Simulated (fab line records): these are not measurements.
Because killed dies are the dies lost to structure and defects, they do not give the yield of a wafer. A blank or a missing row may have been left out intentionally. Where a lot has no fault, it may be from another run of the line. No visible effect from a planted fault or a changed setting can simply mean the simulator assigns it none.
A lot that was struck, set against a sound lot | flow n5Finfet | 15 out of 1938 route steps
Sound: wafers L250.1, L250.3, L250.4. Struck: wafer L259.1 (left out: L259.2, L259.4 of the same lot, which were not struck); the cause appears at the end.
At each step with rows: each side's tool, then ch and its chambers, then its first start. Under that, the readings that differ: sound wafers | struck wafers | difference of the means | sigmas: that difference in standard deviations of wafers without a fault.
alike: words and numbers the same on both sides, and readings whose means are apart by under 2 such deviations; not compared: readings that were withheld, readings missing a value for some wafer, numbers with overlapping values and no deviation given by the record, and bounds like >300 which may hide the same value.
Wherever a step has rows on one side only, a row that says differs or no value, or a row with sigmas, the two part there. Numbers that have no deviation but don't overlap get no sigmas and don't part them. Lack of a reading on every wafer of one side parts them only where that side has two or more wafers.

first, 2 steps without rows for these wafers: N5_BEOL_M0_SAQP_PEB_12 (peb time 60 s); N5_BEOL_M0_SAQP_DEVELOP_13 (develop time 30 s).
N5_BEOL_M0_SAQP_CD_MEAS_14 targets a cd of 42.5 nm.
  sound on cdSem-01 ch 0, day 6 00:26; struck on cdSem-01 ch 0, day 8 02:45
  alike: cdNm
N5_BEOL_M0_SAQP_OVL_MEAS_15:
  sound on overlay-01 ch 0, day 6 00:28; struck on overlay-02 ch 0, day 8 02:47
  alike: M0_CORE_OVL
N5_BEOL_M0_SAQP_INSPECT_16: inspects for defects (brightfield).
  sound: defectInspect-01 at day 6 00:29; struck: defectInspect-02 at day 8 02:48
  alike: rawDefectCount
N5_BEOL_M0_SAQP_DESCUM_19: chemistry O2, time 7.9 s.
  sound on rieDiel-06 ch 0,2,3, day 6 00:31; struck on rieDiel-03 ch 3, day 8 02:50
  alike: biasPowerW, chamberPressureMTorr, drypumpMotorCurrentA, oesProductAu, rfVppV, showerheadPlenumPTorr, throttleValvePct
  not compared: rfHoursCounterH
N5_BEOL_M0_SAQP_ETCH_83: etches SiARC in CF4, target depth 39 nm, time 65 s.
  sound on rieDiel-06 ch 0,2,3, day 6 00:33; struck on rieDiel-03 ch 3, day 8 02:52
  alike: chamberPressureMTorr, drypumpMotorCurrentA, etchRfOnTimeS, oesProductAu, rfVppV, showerheadPlenumPTorr, throttleValvePct
  not compared: rfHoursCounterH
N5_BEOL_M0_SAQP_ETCH_84: etches SOC in N2/H2, target depth 100 nm, overetch 20 nm, time 150 s.
  sound on rieDiel-06 ch 0,2,3, day 6 00:36; struck on rieDiel-03 ch 3, day 8 02:55
  alike: chamberPressureMTorr, drypumpMotorCurrentA, oesProductAu, rfVppV, showerheadPlenumPTorr, throttleValvePct
  not compared: rfHoursCounterH
then, 1 step without rows for these wafers: N5_BEOL_M0_SAQP_STRIP_80 (strips in N2/H2).
N5_BEOL_M0_SAQP_HM_OPEN_112: chemistry CHF3/O2, target SiO2, stops on a-Si, target depth 12 nm, time 13.5 s.
  sound on rieDiel-06 ch 0,2,3, day 6 00:43; struck on rieDiel-03 ch 3, day 8 03:02
reading                      | sound                | struck | difference | sigmas
chamberPressureMTorr (mTorr) | 30.001 29.982 29.961 | 30.053 | +0.072     | +3
  alike: drypumpMotorCurrentA, oesProductAu, rfVppV, showerheadPlenumPTorr, throttleValvePct
  not compared: rfHoursCounterH
then, 1 step without rows for these wafers: N5_BEOL_M0_SAQP_STRIP_113 (strips in CHF3/O2).
N5_BEOL_M0_SAQP_MANDREL_ETCH_20: etches a-Si in HBr/Cl2, stops on SiNx, target depth 60 nm, bt time 10 s, time 30 s.
  sound on rieSi-05 ch 0,1,3, day 6 00:47; struck on rieSi-02 ch 1, day 8 03:07
reading                      | sound               | struck | difference | sigmas
chamberPressureMTorr (mTorr) | 10.007 9.991 10.011 | 9.978  | -0.025     | -3
oesProductAu (a.u.)          | 0.782 0.752 0.792   | 0.746  | -0.029     | -2
  alike: drypumpMotorCurrentA, throttleValvePct
  not compared: rfHoursCounterH
N5_BEOL_M0_SAQP_STRIP_86: strips in N2/H2.
  sound on rieDiel-03 ch 0,1,2, day 6 00:53; struck on rieDiel-03 ch 3, day 8 03:13
reading                      | sound             | struck | difference | sigmas
chamberPressureMTorr (mTorr) | 50.09 49.92 49.75 | 50.13  | +0.21      | +3
h2FlowSccm (sccm)            | 301.3 297.6 299.2 | 327.7  | +28.3      | +26
throttleValvePct (%)         | 18.84 18.71 19.47 | 21.71  | +2.70      | +11
  alike: biasPowerW, drypumpMotorCurrentA, oesProductAu, rfVppV, showerheadPlenumPTorr
  not compared: rfHoursCounterH
then, 1 step without rows for these wafers: N5_BEOL_M0_SAQP_STRIP_115 (strips in post etch residue remover, time 60 s).
-- the record jumps here: 2 days lie between the struck wafers' starts before and after (it left off in module BEOL_M0_SAQP and takes up again in module BEOL_M4, whose first step shown is number 1111 of the route) --
N5_BEOL_M4_RC_MEAS_101:
  sound on prober-01 ch 0, day 8 02:11; struck on prober-01 ch 0, day 10 11:28
reading   | sound             | struck | difference | sigmas
VT_N (mV) | 255.4 254.6 250.0 | 247.1  | -6.2       | -2
  alike: DIBL_N, DIBL_P, IOFF_N, IOFF_P, ION_N, ION_P, SS_N, SS_P, VT_P

## WHERE THEY PART
Last at N5_BEOL_M4_RC_MEAS_101 as far as this record goes, first at N5_BEOL_M0_SAQP_HM_OPEN_112.

WHY: whatever the simulator had introduced
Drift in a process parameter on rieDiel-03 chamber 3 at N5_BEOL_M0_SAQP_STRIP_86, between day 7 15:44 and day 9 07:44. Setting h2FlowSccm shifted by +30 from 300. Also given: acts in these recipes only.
